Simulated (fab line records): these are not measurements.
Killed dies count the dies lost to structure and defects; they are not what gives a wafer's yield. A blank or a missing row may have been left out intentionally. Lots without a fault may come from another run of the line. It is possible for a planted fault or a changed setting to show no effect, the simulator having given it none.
Chamber matching | flow n5Finfet | N5_GATE_CUT_CMP_61 on cmp-03 has 4 sister chambers
The step polishes, stops on SiNx, t overpolish 3 s. 8 wafers are shown with their chamber, then 9 later ones without.

## EACH WAFER AND ITS CHAMBER
wafer  | chamber | motorCurrentA (A) | retainingRingPressureFrac
L082.3 | 0       | 10.7              | 1.000
L087.2 | 1       | 10.9              | 0.994
L087.3 | 0       | 11.5              | 1.006
L091.1 | 1       | 10.4              | 1.002
L091.3 | 2       | 11.6              | 1.000
L092.2 | 3       | 13.8              | 1.005
L092.4 | 2       | 12.2              | 0.997
L092.5 | 3       | 14.9              | 0.998

## WAFERS WITH NO CHAMBER GIVEN
wafer  | motorCurrentA (A) | retainingRingPressureFrac
L094.2 | 12.7              | 1.002
L094.4 | 10.7              | 1.002
L094.6 | 10.3              | 0.994
L095.1 | 11.1              | 1.004
L095.2 | 14.0              | 1.001
L095.4 | 10.6              | 1.002
L096.1 | 13.6              | 1.011
L096.5 | 13.8              | 1.004
L096.6 | 10.9              | 0.994

## WHICH CHAMBER EACH ONE RAN IN
wafer  | from the rows above          | in truth
L094.2 | can't be placed: 2 or 0 or 3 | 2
L094.4 | can't be placed: 0 or 1 or 2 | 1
L094.6 | can't be placed: 1 or 0 or 2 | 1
L095.1 | can't be placed: 0 or 1 or 2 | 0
L095.2 | 3                            | 3
L095.4 | can't be placed: 1 or 0 or 2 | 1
L096.1 | can't be placed: 3 or 2      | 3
L096.5 | 3                            | 3
L096.6 | can't be placed: 1 or 0 or 2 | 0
2 of 9 placed correctly. From these rows, 7 cannot be placed; in 7 the true chamber is one of the candidates. Placed wrongly: 0.
How it was worked out, from the rows above alone: a wafer's distance from a chamber is the root of the sum, over the readings, of the square of ((its reading less the chamber's mean) divided by the reading's scatter). If the next closest chamber is less than 2 further off than the closest, the wafer can't be placed; otherwise it belongs to the closest. Each chamber's mean is taken over the wafers shown for it. How the scatter is found: for the shown wafers, subtract from each reading the mean of its chamber, square and add these, divide the total by (wafers less chambers), then take the root.
